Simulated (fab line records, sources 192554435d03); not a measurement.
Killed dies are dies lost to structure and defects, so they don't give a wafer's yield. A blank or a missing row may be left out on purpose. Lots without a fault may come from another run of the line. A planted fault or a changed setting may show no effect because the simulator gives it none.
Which tool did it? | flow n5_finfet | 10 lots, 30 wafers sampled, at 5 steps of a route of 1938

WHAT THE GAUGES READ, wafer by wafer
N5_BEOL_M4_RC_MEAS_101. Usual: DIBL_N 35.9 mV/V, standard deviation 1.3; DIBL_P 35.9 mV/V, standard deviation 1.5; IOFF_N 0.152 nA/um, standard deviation 0.023; IOFF_P 0.204 nA/um, standard deviation 0.027; ION_N 673 uA/um, standard deviation 9.2; ION_P 462 uA/um, standard deviation 6.7; SS_N 71.4 mV/dec, standard deviation 0.48; SS_P 73.2 mV/dec, standard deviation 0.55; VT_N 250.3 mV, standard deviation 2.6; VT_P -250.6 mV, standard deviation 3.
lot  | measured     | on        | DIBL_N (mV/V)  | DIBL_P (mV/V)  | IOFF_N (nA/um)    | IOFF_P (nA/um)    | ION_N (uA/um) | ION_P (uA/um) | SS_N (mV/dec)  | SS_P (mV/dec)  | VT_N (mV)         | VT_P (mV)            | flag
L622 | day 8 12:53  | prober-02 | 35.2 37.0 37.2 | 35.1 38.1 37.3 | 0.120 0.155 0.149 | 0.163 0.207 0.193 | 662 671 659   | 455 468 450   | 70.9 71.2 71.6 | 72.3 72.6 73.2 | 255.4 251.9 250.1 | -253.8 -251.8 -251.3 |
L623 | day 8 18:44  | prober-01 | 35.9 35.3 34.9 | 36.2 35.8 36.1 | 0.177 0.163 0.159 | 0.208 0.198 0.204 | 682 679 676   | 458 459 464   | 71.3 71.8 70.8 | 73.9 73.7 73.1 | 246.9 248.9 248.7 | -250.4 -251.5 -252.7 |
L624 | day 8 20:23  | prober-02 | 33.8 33.5 33.9 | 34.7 34.5 35.1 | 0.143 0.133 0.139 | 0.199 0.186 0.199 | 667 672 663   | 461 464 464   | 71.0 71.5 70.9 | 72.4 72.5 72.8 | 250.9 250.1 250.9 | -250.0 -250.8 -250.2 |
L626 | day 9 21:12  | prober-01 | 36.6 35.3 37.3 | 36.6 34.7 38.1 | 0.135 0.122 0.162 | 0.175 0.159 0.214 | 670 676 685   | 456 453 469   | 71.2 70.6 71.8 | 72.8 72.6 73.6 | 253.0 253.1 251.9 | -253.4 -254.0 -250.3 |
L627 | day 9 16:45  | prober-01 | 36.4 37.3 35.5 | 35.8 37.5 35.5 | 0.154 0.167 0.135 | 0.200 0.220 0.189 | 679 662 666   | 463 460 463   | 72.0 71.9 71.7 | 73.5 74.8 72.9 | 249.3 248.3 249.8 | -250.5 -250.0 -253.4 |
L632 | day 11 07:58 | prober-02 | 38.2 37.6 36.9 | 38.8 37.3 36.6 | 0.225 0.206 0.182 | 0.247 0.217 0.209 | 690 678 682   | 467 458 458   | 71.5 71.8 71.3 | 74.1 73.2 72.6 | 242.7 244.2 246.1 | -248.1 -253.5 -251.4 |
L638 | day 12 12:38 | prober-02 | 33.7 37.4 35.2 | 32.6 37.8 34.0 | 0.112 0.179 0.140 | 0.168 0.235 0.181 | 658 677 664   | 463 469 458   | 71.3 71.4 71.7 | 72.2 74.2 72.9 | 254.1 249.8 250.1 | -251.2 -248.6 -250.5 |
L639 | day 13 14:47 | prober-01 | 36.5 36.6 36.1 | 36.9 37.0 36.0 | 0.146 0.141 0.139 | 0.178 0.178 0.168 | 671 660 674   | 459 451 457   | 70.9 70.4 71.4 | 73.0 72.9 73.4 | 250.3 250.9 249.9 | -251.8 -254.6 -253.8 |
L640 | day 13 14:14 | prober-02 | 34.5 33.8 35.7 | 36.0 35.6 37.6 | 0.143 0.137 0.164 | 0.198 0.187 0.223 | 681 665 681   | 470 466 467   | 71.5 71.2 71.5 | 73.3 73.1 73.5 | 252.2 253.1 249.4 | -248.9 -253.0 -251.9 |
L644 | day 14 19:56 | prober-01 | 41.0 37.6 38.4 | 40.4 35.8 36.5 | 0.248 0.157 0.177 | 0.306 0.216 0.238 | 686 667 669   | 469 459 455   | 72.2 72.2 71.4 | 74.8 73.7 74.4 | 245.1 251.9 249.1 | -245.4 -252.3 -249.1 |

WHICH TOOL RAN EACH LOT (tool, then ch and the chambers of the sampled wafers, then the start)
lot  | N5_MOL_CONTACT_COAG_SIL_ANNEAL_21 | N5_MOL_CONTACT_COAG_CO_FILL_22   | N5_MOL_CONTACT_COAG_CMP_23    | N5_MOL_CONTACT_COAG_ALD_27
L622 | rtp_anneal-01 ch 0, day 4 21:10   | cvd_co-01 ch 0,1,2, day 4 21:43  | cmp-01 ch 1,2,3, day 5 00:55  | ald_sin-04 ch 0,1,3, day 5 03:39
L623 | rtp_anneal-02 ch 0, day 5 05:27   | cvd_co-01 ch 0,1,2, day 5 06:29  | cmp-04 ch 1,3, day 5 08:20    | ald_sin-03 ch 0,2,3, day 5 09:07
L624 | rtp_anneal-02 ch 0, day 5 11:22   | cvd_co-02 ch 0,1, day 5 12:02    | cmp-02 ch 2,3, day 5 14:23    | ald_sin-03 ch 0,3, day 5 15:19
L626 | rtp_anneal-02 ch 0, day 5 18:19   | cvd_co-01 ch 1,2, day 5 21:22    | cmp-02 ch 0,1,2, day 5 23:40  | ald_sin-04 ch 0,1,2, day 6 00:25
L627 | rtp_anneal-02 ch 0, day 6 01:55   | cvd_co-01 ch 1,2, day 6 02:46    | cmp-02 ch 1,2,3, day 6 06:15  | ald_sin-02 ch 0,3, day 6 06:59
L632 | rtp_anneal-01 ch 0, day 7 08:52   | cvd_co-01 ch 0,2, day 7 09:28    | cmp-01 ch 0,2,3, day 7 12:08  | ald_sin-03 ch 2,3, day 7 12:59
L638 | rtp_anneal-01 ch 0, day 8 15:23   | cvd_co-02 ch 0,2, day 8 16:32    | cmp-01 ch 2,3, day 8 20:06    | ald_sin-04 ch 1,2, day 8 22:27
L639 | rtp_anneal-02 ch 0, day 8 23:32   | cvd_co-02 ch 0,2, day 9 00:25    | cmp-02 ch 0,3, day 9 03:08    | ald_sin-03 ch 0,2, day 9 03:56
L640 | rtp_anneal-01 ch 0, day 9 02:59   | cvd_co-01 ch 0,2, day 9 03:42    | cmp-04 ch 0,2,3, day 9 08:32  | ald_sin-02 ch 0,1, day 9 09:22
L644 | rtp_anneal-01 ch 0, day 10 02:37  | cvd_co-02 ch 0,1,2, day 10 03:37 | cmp-02 ch 0,2,3, day 10 06:28 | ald_sin-03 ch 0,1,3, day 10 07:17
- N5_MOL_CONTACT_COAG_SIL_ANNEAL_21: time 60 s.
- N5_MOL_CONTACT_COAG_CO_FILL_22: material Co, precursor CCTBA/H2, target thk 20 nm.
- N5_MOL_CONTACT_COAG_CMP_23: polishes, stops on SiO2, t overpolish 1.5 s, target thk 0 nm.
- N5_MOL_CONTACT_COAG_ALD_27: deposits SiOC, target thk 17 nm, pulse time 1.5 s, time 2720 s.

WHAT THE TOOLS THEMSELVES READ (means of the sampled wafers that have a number; where no wafer has one, the mark that the record gives instead)
N5_MOL_CONTACT_COAG_SIL_ANNEAL_21. Usual: lamp_power_pct 7.384 %, standard deviation 0.013; wafer_temp_C_max 553.3, standard deviation 1.
lot  | tool          | lamp_power_pct (%) | wafer_temp_C_max | flag
L622 | rtp_anneal-01 | 7.372              | 552.9            |
L623 | rtp_anneal-02 | 7.387              | 554.9            |
L624 | rtp_anneal-02 | 7.396              | 553.7            |
L626 | rtp_anneal-02 | 7.404              | 553.6            |
L627 | rtp_anneal-02 | 7.391              | 553.9            |
L632 | rtp_anneal-01 | 7.373              | 552.2            |
L638 | rtp_anneal-01 | 7.372              | 552.8            |
L639 | rtp_anneal-02 | 7.394              | 555.0            |
L640 | rtp_anneal-01 | 7.373              | 552.6            |
L644 | rtp_anneal-01 | 7.366              | 552.7            |

N5_MOL_CONTACT_COAG_CO_FILL_22. Usual: heater_power_w 240 W, standard deviation 30; susceptor_temp_C 199.98 C, standard deviation 0.16.
lot  | tool      | heater_power_w (W) | susceptor_temp_C (C) | flag
L622 | cvd_co-01 | 249                | 199.97               |
L623 | cvd_co-01 | 245                | 199.91               |
L624 | cvd_co-02 | 239                | 200.18               |
L626 | cvd_co-01 | 269                | 199.95               |
L627 | cvd_co-01 | 275                | 200.23               |
L632 | cvd_co-01 | 229                | 200.14               |
L638 | cvd_co-02 | 228                | 199.85               |
L639 | cvd_co-02 | 226                | 200.02               |
L640 | cvd_co-01 | 257                | 200.01               |
L644 | cvd_co-02 | 230                | 200.02               |

N5_MOL_CONTACT_COAG_CMP_23. Usual: motor_current_A 8.0 A, standard deviation 0.66; overpolish_run_s 1.500 s, standard deviation 0.0088; platen_rpm 50.29 rpm, standard deviation 0.036; time_to_endpoint_s 9.5 s, standard deviation 1.8.
lot  | tool   | motor_current_A (A) | overpolish_run_s (s) | platen_rpm (rpm) | time_to_endpoint_s (s) | flag
L622 | cmp-01 | 7.9                 | 1.509                | 50.31            | 11.7                   |
L623 | cmp-04 | 7.9                 | 1.501                | 50.28            | 10.0                   |
L624 | cmp-02 | 8.4                 | 1.493                | 50.28            | 8.1                    |
L626 | cmp-02 | 7.9                 | 1.500                | 51.98            | 9.9                    | OFF
L627 | cmp-02 | 7.7                 | 1.496                | 51.98            | 9.1                    | OFF
L632 | cmp-01 | 7.2                 | 1.498                | 50.27            | 11.3                   |
L638 | cmp-01 | 7.3                 | 1.498                | 50.28            | 7.1                    |
L639 | cmp-02 | 7.8                 | 1.502                | 50.29            | 10.1                   |
L640 | cmp-04 | 8.6                 | 1.508                | 50.31            | 7.4                    |
L644 | cmp-02 | 8.1                 | 1.495                | 50.28            | 10.3                   |

N5_MOL_CONTACT_COAG_ALD_27. Usual: heater_power_w 874 W, standard deviation 110; precursor_pulse_height_rel 0.999, standard deviation 0.02; susceptor_temp_C 400.01 C, standard deviation 0.21.
lot  | tool       | heater_power_w (W) | precursor_pulse_height_rel | susceptor_temp_C (C) | flag
L622 | ald_sin-04 | 906                | 0.981                      | 400.14               |
L623 | ald_sin-03 | 893                | 0.999                      | 399.78               |
L624 | ald_sin-03 | 917                | 1.001                      | 400.09               |
L626 | ald_sin-04 | 857                | 1.024                      | 400.13               |
L627 | ald_sin-02 | 815                | 1.001                      | 400.26               |
L632 | ald_sin-03 | 1003               | 0.997                      | 399.96               |
L638 | ald_sin-04 | 842                | 1.018                      | 400.20               |
L639 | ald_sin-03 | 811                | 0.995                      | 399.99               |
L640 | ald_sin-02 | 840                | 0.997                      | 399.86               |
L644 | ald_sin-03 | 830                | 1.018                      | 399.98               |

THE ANSWER, worked out from the rows above alone
Rule: a lot is off if the mean of its wafers that have a number lies more than 3 standard deviations from the usual mean. A lot without any number at a reading at which 4 lots or more have one is off too. The other lots that the step has rows for count as sound. The gauges are gone through in route order, then the tools' own readings, and for those a lot's mean is taken as printed above. The first step at which some lot is off is used, and at that step the reading that is off furthest; a lot without a number counts as furthest.
Off: L626, L627, at N5_MOL_CONTACT_COAG_CMP_23 (platen_rpm).
A tool fits if, at that step or a process step before it, it ran every lot that is off, and no sound lot after the first of them. None of those tried fits.

WHAT THE SIMULATOR HAD PUT IN
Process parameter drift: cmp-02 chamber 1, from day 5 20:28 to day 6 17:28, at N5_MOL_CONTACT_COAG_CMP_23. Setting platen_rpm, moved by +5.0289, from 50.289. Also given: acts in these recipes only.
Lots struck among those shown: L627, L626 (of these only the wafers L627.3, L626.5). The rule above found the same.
